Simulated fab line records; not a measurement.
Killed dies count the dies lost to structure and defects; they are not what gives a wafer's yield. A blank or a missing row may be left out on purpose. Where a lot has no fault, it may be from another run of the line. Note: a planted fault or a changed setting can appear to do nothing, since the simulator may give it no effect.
Problem report in the 8D (eight disciplines) form, filled by code	flow nand_harc	the parts of the form that need people (team, actions taken, sign-off) are left out

## 1. THE PROBLEM
At NHARC_P_M0_CMP_23, time_to_endpoint_s averages 8.3 s over 2 wafers from 2 lots, while fault-free wafers read 29.2 s, standard deviation 2.4. That puts it -8.7 standard deviations away from the usual mean.
The step: polishes, t overpolish 20 s, target thk 117.54 nm.
Earliest sighting: wafer L973.4 on cmp-01 at day 10 03:55. Wafers with a number at this step in the record: 42, from 14 lots. Rule for "out" (also "out of limits"): further than 4 standard deviations from the usual mean. Any other wafer with a number is counted as sound.

## 2. WHAT THIS IS AND IS NOT
question	is	is not
which readings at this step	time_to_endpoint_s	motor_current_A, slurry_filter_dp_kPa
which lots	L973, L975	L963, L965, L966, L967, L968, L978, L980, L982, L983, L984, L985, L986
which wafers of those lots	L973.4, L975.5	L973.3, L973.6, L975.4, L975.6
read on which tools	cmp-01, cmp-03	cmp-04
when	from day 10 03:55	up to then (17 sound wafers); but 23 sound wafers of L975, L978, L980, L982, L983, L984, L985, L986 came after

## 3. WHAT RULES OUT EACH SUSPECT
Counting: any tool at a process step up to the reading remains a suspect provided it ran every lot that is out. Sound lots after the first of them don't rule it out here, since some wafers of a struck lot are sound.
- ecd_cu-01 at NHARC_P_M0_ECD_22 (material Cu, target thk 400 nm): kept. It ran every lot that is out, first L973 (day 10 03:18).
- rtp_anneal-01 at NHARC_P_M0_ANNEAL_30 (time 90 s): kept. It processed each lot that is out (first: L973, day 10 03:41); up to then, its last sound lot is L968 (day 8 06:34).
Left after counting: ecd_cu-01 at NHARC_P_M0_ECD_22, rtp_anneal-01 at NHARC_P_M0_ANNEAL_30.

## 4. THE CAUSE (what the simulator had put in)
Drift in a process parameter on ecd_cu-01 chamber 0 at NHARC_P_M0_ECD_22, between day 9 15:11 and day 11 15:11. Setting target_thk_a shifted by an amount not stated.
After counting, 2 suspects remain, this tool included.

## 5. THE EFFECT CHAIN, in route order
Rows list readings where the struck wafers' mean (over those with a number) sits beyond 3 standard deviations from the usual. Readings are gone through only where the record gives a usual standard deviation; hours: the median, over the lots, of the time from a lot's start at the first step in this table giving one to that lot's start at this step; sigmas: the change measured in usual standard deviations.
hours	step	reading	usual	on struck wafers	change	sigmas
0	NHARC_P_M0_CMP_23	time_to_endpoint_s	29.2 s	8.3	-20.9	-8.7
It contains these process steps:
- NHARC_P_M0_CMP_23: polishes, t overpolish 20 s, target thk 117.54 nm.

## 6. HOW IT WOULD HAVE BEEN CAUGHT EARLIER
In this record no reading fell out of limits until day 10 03:55, 13 hours after the fault had begun at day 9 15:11.
Among the 2 lots that are out, L975 began NHARC_P_M0_ECD_22 on ecd_cu-01 after day 10 03:55. A hold on the tool at that time would have spared it.
